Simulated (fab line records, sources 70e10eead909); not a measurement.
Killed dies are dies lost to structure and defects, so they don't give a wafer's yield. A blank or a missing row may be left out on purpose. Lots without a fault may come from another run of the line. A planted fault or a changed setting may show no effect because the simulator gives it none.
A struck lot beside a sound one | flow nand_harc | 40 steps out of a route of 1159
Sound: wafers L304.2, L304.4, L304.6. Struck: wafer L311.4. (L311.2, L311.3 of the same lot were not struck and are left out.) The cause comes at the end.
At each step with rows: each side's tool, then ch and its chambers, then its first start. Under that, the readings that differ: sound wafers | struck wafers | difference of the means | sigmas: that difference in standard deviations of wafers without a fault.
alike: readings whose means differ by less than 2 such deviations, and words and numbers that are the same on both sides. not compared: withheld readings, readings that some wafer has no value for, bounds like >300 that may hide the same value, and numbers for which the record gives no deviation and whose values overlap.
The two part at a step that has a row with sigmas, a row that says differs or no value, or rows on one side only. Numbers that don't overlap but have no deviation are shown without sigmas and don't part them. A reading that every wafer of one side lacks parts them only if that side has two wafers or more.

first, 8 steps without rows for these wafers: NHARC_A_BLC_COAT_02 (time 75 s); NHARC_A_BLC_COAT_03 (time 65 s); NHARC_A_BLC_COAT_04 (resist thk 90 nm); NHARC_A_BLC_SOFTBAKE_05 (time 55 s); NHARC_A_BLC_EBR_06; NHARC_A_BLC_EXPOSE_07 (exposes mask A BLC, target cd 100 nm); NHARC_A_BLC_PEB_08 (peb time 65 s); NHARC_A_BLC_DEVELOP_09 (develop time 35 s).
NHARC_A_BLC_CD_MEAS_10: target cd 100 nm.
  sound on cd_sem-03 ch 0, day 17 18:30; struck on cd_sem-03 ch 0, day 20 00:59
  alike: cd_nm
NHARC_A_BLC_OVL_MEAS_11:
  sound on overlay-01, day 17 18:35; struck on overlay-02, day 20 01:04
  reading           | sound          | struck | difference | sigmas
  overlay_y_nm (nm) | -0.9 -0.6 -0.9 | 1.0    | +1.8       | +2
  alike: overlay_x_nm
NHARC_A_BLC_INSPECT_12:
  sound on defect_inspect-01, day 17 18:37; struck on defect_inspect-01, day 20 01:06
  alike: raw_defect_count
NHARC_A_BLC_DESCUM_15: chemistry O2, time 3 s.
  sound on rie_diel-03 ch 1,2, day 17 18:43; struck on rie_diel-03 ch 1, day 20 01:10
  alike: drypump_motor_current_A, oes_product_au, rf_vpp_V, showerhead_plenum_p_Torr, throttle_valve_pct
  not compared: rf_hours_counter_h
NHARC_A_BLC_ETCH_16: etches the open film in CF4, target depth 39 nm, time 65 s.
  sound on rie_diel-03 ch 1,2, day 17 18:48; struck on rie_diel-03 ch 2, day 20 01:15
  alike: drypump_motor_current_A, oes_product_au, rf_vpp_V, showerhead_plenum_p_Torr, throttle_valve_pct
  not compared: rf_hours_counter_h
then, 1 step without rows for these wafers: NHARC_A_BLC_ETCH_17 (etches the open film in N2/H2, target depth 390 nm, time 609.38 s).
NHARC_A_BLC_ETCH_18: etches the open film in C4F8/O2/Ar, target depth 910 nm.
  sound on rie_diel-03 ch 0,3; struck on rie_diel-03 ch 2
  alike: oes_product_au, rf_vpp_V
  not compared: rf_hours_counter_h
NHARC_A_BLC_CD_MEAS_19:
  sound on cd_sem-02, day 17 19:41; struck on cd_sem-03, day 20 02:08
  alike: cd_nm
then, 3 steps without rows for these wafers: NHARC_A_BLC_STRIP_29 (strips in CF4); NHARC_A_BLC_STRIP_21 (strips in O2); NHARC_A_BLC_STRIP_22 (strips in post etch residue remover, time 600 s).
NHARC_A_BLC_DEGAS_30: time 60 s.
  sound on pvd_sputter-01, day 17 20:19; struck on pvd_sputter-01, day 20 02:45
  alike: heater_power_w
then, 3 steps without rows for these wafers: NHARC_A_BLC_PRE_CLEAN_31 (time 15 s); NHARC_A_BLC_PVD_32 (deposits Ti, target thk 5 nm, time 17.7 s); NHARC_A_BLC_ALD_23 (deposits TiN, target thk 3 nm, pulse time 1 s, ald cycles 150).
NHARC_A_BLC_CVD_24: deposits W, target thk 150 nm, time 434 s.
  sound on cvd_w-02 ch 1; struck on cvd_w-01 ch 0
  alike: heater_power_outer_w, heater_power_w, mfc_wf6_sccm, throttle_valve_pct
  not compared: since_wet_clean_h
then, 12 steps without rows for these wafers: NHARC_A_BLC_CMP_25 (polishes, t overpolish 30 s, target thk 150 nm); NHARC_A_BLC_SRD_27; NHARC_A_M0_DEP_00 (deposits SiOC, target thk 150 nm); NHARC_A_M0_DEHYDRATE_01 (time 120 s); NHARC_A_M0_HMDS_02 (time 30 s); NHARC_A_M0_COAT_33 (time 65 s); NHARC_A_M0_COAT_03 (resist thk 90 nm); NHARC_A_M0_SOFTBAKE_04 (time 55 s); NHARC_A_M0_EBR_05; NHARC_A_M0_EXPOSE_06 (exposes mask A M0, target cd 80 nm); NHARC_A_M0_PEB_07 (peb time 65 s); NHARC_A_M0_DEVELOP_08 (develop time 35 s).
NHARC_A_M0_CD_MEAS_09: target cd 80 nm.
  sound on cd_sem-01 ch 0, day 17 22:28; struck on cd_sem-02 ch 0, day 20 06:26
  alike: cd_nm
NHARC_A_M0_OVL_MEAS_10: pitch 160 nm.
  sound on overlay-01, day 17 22:34; struck on overlay-01, day 20 06:31
  reading           | sound       | struck | difference | sigmas
  overlay_y_nm (nm) | 1.5 1.8 1.7 | -0.6   | -2.3       | -2
  alike: overlay_x_nm
NHARC_A_M0_DESCUM_14: chemistry O2, time 3 s.
  sound on rie_diel-12 ch 2,3, day 17 22:40; struck on rie_diel-06 ch 0, day 20 06:37
  alike: drypump_motor_current_A, oes_product_au, rf_vpp_V, showerhead_plenum_p_Torr, throttle_valve_pct
  not compared: rf_hours_counter_h
NHARC_END_SORT_01:
  the record has rows for the struck wafers here (prober-02 ch 0, day 22 04:53) and none for the sound ones

WHERE THEY PART
First at NHARC_A_BLC_OVL_MEAS_11; last, within this record, at NHARC_END_SORT_01.

WHY: what the simulator had put in
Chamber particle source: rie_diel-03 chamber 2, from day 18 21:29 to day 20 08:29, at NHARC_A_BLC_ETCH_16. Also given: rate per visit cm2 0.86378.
